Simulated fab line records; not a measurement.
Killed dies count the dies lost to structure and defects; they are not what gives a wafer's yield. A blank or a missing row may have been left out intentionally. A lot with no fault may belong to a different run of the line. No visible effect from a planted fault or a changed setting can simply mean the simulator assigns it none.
What tool caused it?    flow n5-finfet    27 wafers from 9 lots sampled at 5 of the route's 1938 steps

## WHAT THE GAUGES READ, wafer by wafer
N5_BEOL_M1_OCD_MEAS_38.
lot   measured      on      trench-depth-nm (nm)
L424  day 7 01:05   ocd-01  56.4 56.2 55.8
L425  day 7 11:49   ocd-01  55.7 54.0 54.2
L426  day 7 15:55   ocd-01  55.7 55.7 54.5
L429  day 8 13:09   ocd-02  55.2 55.3 54.9
L438  day 10 14:47  ocd-02  53.8 54.4 53.1
L440  day 10 21:22  ocd-01  54.9 53.7 54.9
L441  day 11 02:53  ocd-01  56.1 54.9 54.8
L442  day 11 10:14  ocd-02  55.3 55.2 53.6
L444  day 11 21:41  ocd-02  53.8 54.8 54.9

N5_BEOL_M4_RC_MEAS_101.
lot   measured      on         DIBL_N (mV/V)   DIBL_P (mV/V)   IOFF_N (nA/um)  IOFF_P (nA/um)  ION_N (uA/um)  ION_P (uA/um)  SS_N (mV/dec)   SS_P (mV/dec)   VT_N (mV)    VT_P (mV)
L424  day 8 15:36   prober-01  39.9 36.9 38.6  42.1 37.2 39.4  0.24 0.15 0.19  0.28 0.19 0.21  695 686 673    472 467 454    71.9 71.3 71.7  73.5 72.6 73.9  246 251 249  -249 -255 -253
L425  day 8 21:31   prober-02  36.7 37.9 40.3  36.6 37.4 40.6  0.16 0.17 0.22  0.24 0.26 0.33  676 683 685    470 478 479    72.1 71.4 73.2  73.6 73.4 75.0  251 247 244  -246 -243 -242
L426  day 9 13:37   prober-01  40.1 33.7 38.3  41.0 32.9 39.5  0.24 0.11 0.22  0.39 0.21 0.36  707 665 692    491 469 489    72.4 70.6 72.0  75.2 73.3 73.8  242 255 244  -239 -247 -239
L429  day 9 19:54   prober-02  37.2 35.4 34.3  37.6 34.7 33.6  0.18 0.14 0.12  0.25 0.20 0.18  678 667 666    470 464 461    72.1 71.1 70.8  73.8 73.0 72.5  247 252 252  -246 -251 -249
L438  day 12 05:27  prober-01  34.8 34.9 36.9  36.4 35.9 38.6  0.14 0.14 0.18  0.19 0.19 0.25  661 652 671    455 452 465    71.1 71.2 71.7  73.7 73.2 73.7  252 251 250  -253 -251 -248
L440  day 12 23:25  prober-01  38.9 35.8 42.4  39.5 36.2 43.9  0.22 0.16 0.31  0.26 0.19 0.34  695 689 697    470 469 474    71.4 71.1 73.4  74.0 73.5 75.2  245 249 241  -247 -251 -245
L441  day 13 03:20  prober-01  36.4 36.6 33.9  38.0 38.8 35.6  0.17 0.17 0.13  0.22 0.24 0.19  691 678 674    475 468 468    71.8 71.1 70.4  73.3 73.9 72.5  250 249 254  -250 -247 -249
L442  day 13 03:29  prober-02  35.3 37.5 37.3  35.2 38.9 38.8  0.15 0.19 0.19  0.19 0.25 0.25  680 699 686    467 480 471    71.8 72.2 71.8  73.1 73.8 73.8  246 246 246  -249 -248 -247
L444  day 13 10:23  prober-02  36.8 37.9 37.2  36.5 38.9 37.1  0.16 0.18 0.15  0.23 0.25 0.23  674 683 671    467 465 462    72.0 71.8 72.8  72.8 73.7 73.4  250 247 253  -247 -248 -248

## TOOL THAT RAN EACH LOT (tool first, then ch and the chambers of the sampled wafers, then the start)
lot   N5_BEOL_M1_ETCH_70                  N5_BEOL_M1_TRENCH_ETCH_37                      N5_BEOL_M1_ETCH_41
L424  rie-diel-04 ch 0,1,3, day 7 00:44   rie-diel-04 ch 0,1,3, day 7 01:05 or earlier   rie-diel-04 ch 0,1,3, day 7 01:05 or earlier
L425  rie-diel-05 ch 1,3, day 7 11:28     rie-diel-05 ch 1,3, day 7 11:49 or earlier     rie-diel-05 ch 1,3, day 7 11:49 or earlier
L426  rie-diel-05 ch 1,2,3, day 7 15:34   rie-diel-05 ch 1,2,3, day 7 15:55 or earlier   rie-diel-05 ch 1,2,3, day 7 15:55 or earlier
L429  rie-diel-02 ch 0, day 8 12:38       rie-diel-02 ch 0, day 8 13:09 or earlier       rie-diel-02 ch 0, day 8 13:09 or earlier
L438  rie-diel-02 ch 0,2, day 10 14:26    rie-diel-02 ch 0,2, day 10 14:47 or earlier    rie-diel-02 ch 0,2, day 10 14:47 or earlier
L440  rie-diel-05 ch 0,1,3, day 10 21:01  rie-diel-05 ch 0,1,3, day 10 21:22 or earlier  rie-diel-05 ch 0,1,3, day 10 21:22 or earlier
L441  rie-diel-05 ch 0,2, day 11 02:31    rie-diel-05 ch 0,2, day 11 02:53 or earlier    rie-diel-05 ch 0,2, day 11 02:53 or earlier
L442  rie-diel-05 ch 1,2,3, day 11 09:53  rie-diel-05 ch 1,2,3, day 11 10:14 or earlier  rie-diel-05 ch 1,2,3, day 11 10:14 or earlier
L444  rie-diel-05 ch 0,1,3, day 11 21:20  rie-diel-05 ch 0,1,3, day 11 21:41 or earlier  rie-diel-05 ch 0,1,3, day 11 21:41 or earlier
- N5_BEOL_M1_ETCH_70: etches SOC in N2/H2, target depth 80 nm, overetch 16 nm, time 120 s.
- N5_BEOL_M1_TRENCH_ETCH_37: etches SiOC in C4F6/O2, target depth 55.207 nm, time 29 s.
- N5_BEOL_M1_ETCH_41: etches SiCN in CH3F/O2, target depth 31.9 nm, time 57.8 s.

## WHAT THE TOOLS THEMSELVES READ (means of the sampled wafers that have a number; where no wafer has one, the mark that the record gives instead)
N5_BEOL_M1_ETCH_70.
lot   tool         drypump-motor-current-A (A)  oes-product-au (a.u.)  rf-fwd-power-W (W)  rf-vpp-V (V)  showerhead-plenum-p-Torr (Torr)  throttle-valve-pct (%)
L424  rie-diel-04  5.7                          0.67                   833.9               522.8         2.54                             17.8
L425  rie-diel-05  5.8                          0.61                   704.2               558.2         2.59                             18.0
L426  rie-diel-05  5.8                          0.62                   767.9               541.8         2.56                             17.9
L429  rie-diel-02  6.1                          0.52                   832.2               526.0         2.59                             18.0
L438  rie-diel-02  5.9                          0.55                   834.0               524.0         2.56                             18.2
L440  rie-diel-05  5.5                          0.60                   833.9               524.5         2.55                             18.0
L441  rie-diel-05  5.6                          0.60                   835.9               524.8         2.55                             18.0
L442  rie-diel-05  5.8                          0.60                   837.6               525.3         2.55                             17.9
L444  rie-diel-05  5.6                          0.60                   834.7               523.3         2.55                             18.0

N5_BEOL_M1_TRENCH_ETCH_37.
lot   tool         C4F6_flow_sccm (sccm)  drypump-motor-current-A (A)  oes-product-au (a.u.)  rf-fwd-power-W (W)  rf-vpp-V (V)  showerhead-plenum-p-Torr (Torr)  throttle-valve-pct (%)
L424  rie-diel-04  9.999                  5.7                          0.87                   349.3               661           2.85                             20.74
L425  rie-diel-05  9.987                  5.8                          0.79                   351.8               675           2.92                             21.16
L426  rie-diel-05  9.983                  5.9                          0.81                   350.5               665           2.89                             21.04
L429  rie-diel-02  10.039                 6.1                          0.68                   349.6               671           2.92                             21.22
L438  rie-diel-02  9.988                  6.0                          0.70                   347.0               674           2.87                             21.27
L440  rie-diel-05  10.010                 5.6                          0.78                   351.4               664           2.88                             21.18
L441  rie-diel-05  10.023                 5.6                          0.78                   348.1               645           2.87                             21.11
L442  rie-diel-05  10.025                 5.8                          0.78                   351.2               665           2.88                             21.06
L444  rie-diel-05  9.993                  5.6                          0.78                   351.1               663           2.87                             21.20

N5_BEOL_M1_ETCH_41.
lot   tool         drypump-motor-current-A (A)  oes-product-au (a.u.)  rf-fwd-power-W (W)  rf-vpp-V (V)  showerhead-plenum-p-Torr (Torr)  throttle-valve-pct (%)
L424  rie-diel-04  5.7                          0.86                   391.2               297.7         2.00                             16.18
L425  rie-diel-05  5.8                          0.79                   392.4               298.4         2.06                             16.55
L426  rie-diel-05  5.9                          0.80                   392.5               297.5         2.03                             16.41
L429  rie-diel-02  6.1                          0.68                   390.4               298.7         2.06                             16.70
L438  rie-diel-02  6.0                          0.71                   389.4               298.1         2.02                             16.71
L440  rie-diel-05  5.5                          0.78                   393.0               297.2         2.02                             16.56
L441  rie-diel-05  5.6                          0.78                   390.8               298.1         2.02                             16.53
L442  rie-diel-05  5.9                          0.78                   392.2               297.1         2.02                             16.46
L444  rie-diel-05  5.5                          0.77                   392.6               297.7         2.02                             16.58

## THE ANSWER, worked out from the rows above alone
Rule: what is usual is taken from the lots themselves. The widest of any qualifying gaps counts: lots, ordered by their means at a reading, are off when they make up no more than a third of the lots, leave a main group of 4 or more, and stand apart from it by 3 or more times the standard deviation of that group's means. If all means in a main group match to the digits the tables above print for the reading, that group is not used. A lot without any number at a reading at which 4 lots or more have one is off too. Where the step has rows for the other lots, those lots are counted as sound. First the gauges in route order, then the tools' own readings, where a lot's mean is used as printed above. At the first step where some lot is off, the reading lying furthest off is the one used; lots without a number count as furthest.
Off: L425, L426, at N5_BEOL_M1_ETCH_70 (rf-fwd-power-W). For the main group the mean is 834.6 W and the standard deviation 1.6.
A tool fits if, at that step or a process step before it, it ran every lot that is off, and no sound lot after the first of them. Of those tried, none fits.

## WHAT THE SIMULATOR HAD PUT IN
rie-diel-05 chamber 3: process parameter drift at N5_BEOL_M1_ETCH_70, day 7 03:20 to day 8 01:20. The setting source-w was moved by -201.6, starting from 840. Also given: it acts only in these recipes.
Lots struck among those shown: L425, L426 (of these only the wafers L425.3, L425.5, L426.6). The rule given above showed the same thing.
